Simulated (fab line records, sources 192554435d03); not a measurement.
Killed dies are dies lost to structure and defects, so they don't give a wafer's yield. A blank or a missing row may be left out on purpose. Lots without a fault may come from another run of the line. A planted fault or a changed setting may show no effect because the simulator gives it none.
One fault seen from 2 desks | flow n5_finfet | each desk has only its own numbers; what lay behind them comes last

THE METROLOGY DESK
What the gauges read, lot by lot, whatever tool the lot ran on: means of the sampled wafers that have a number. A lot is out of limits, marked OUT, if its mean lies more than 4 standard deviations from the usual mean; the brackets give that distance.
Columns: A = M5_OVL at N5_BEOL_M5_OVL_MEAS_12, usual -0.7 nm
lot  | first seen here | A
L600 | day 8 00:32     | 0.0
L599 | day 8 18:39     | -2.0
L601 | day 8 18:48     | -0.4
L602 | day 8 23:01     | -1.3
L609 | day 11 01:51    | -0.5
L610 | day 11 15:37    | -0.6
L615 | day 12 12:16    | -0.2
L613 | day 12 15:55    | -1.0
L616 | day 12 19:19    | -0.1
L618 | day 12 20:44    | -0.7
L620 | day 13 23:26    | -0.8
This desk's finding: nothing out of limits on any of the 11 lots.

THE TOOL OWNER'S DESK: litho_track-04
The tool's own readings at N5_BEOL_M5_COAT_05 (resist thk 30 nm): means of the sampled wafers that have a number, for each lot that ran on this tool. A lot is out of limits, marked OUT, if its mean lies more than 4 standard deviations from the usual mean; the brackets give that distance.
Columns: A = dispense_pressure_kPa at N5_BEOL_M5_COAT_05, usual 46 kPa; B = spin_speed_rpm at N5_BEOL_M5_COAT_05, usual 1500.0 rpm
lot  | first seen here | A  | B
L600 | day 8 00:07     | 48 | 1499.8
L609 | day 11 01:26    | 48 | 1283.9 (-99 or more) OUT
L610 | day 11 15:13    | 48 | 1285.6 (-99 or more) OUT
This desk's finding: out of limits on L609, L610; first on L609, day 11 01:26 (spin_speed_rpm at N5_BEOL_M5_COAT_05). In limits: L600.

PUT TOGETHER
The tool owner's desk could have raised an alarm at day 11 01:26, on L609, L610.
The metrology desk saw nothing out of limits.
The metrology desk has L609, L610 on record, within its limits.
Of the lots named, all ran N5_BEOL_M5_COAT_05 on litho_track-04.

WHAT THE SIMULATOR HAD PUT IN
Process parameter drift: litho_track-04, from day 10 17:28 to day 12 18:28, at N5_BEOL_M5_COAT_05. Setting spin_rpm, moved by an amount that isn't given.
Lots struck among those shown: L609, L610.
Hours from the fault's start to each desk's first reading out of limits: the tool owner's desk, 8.
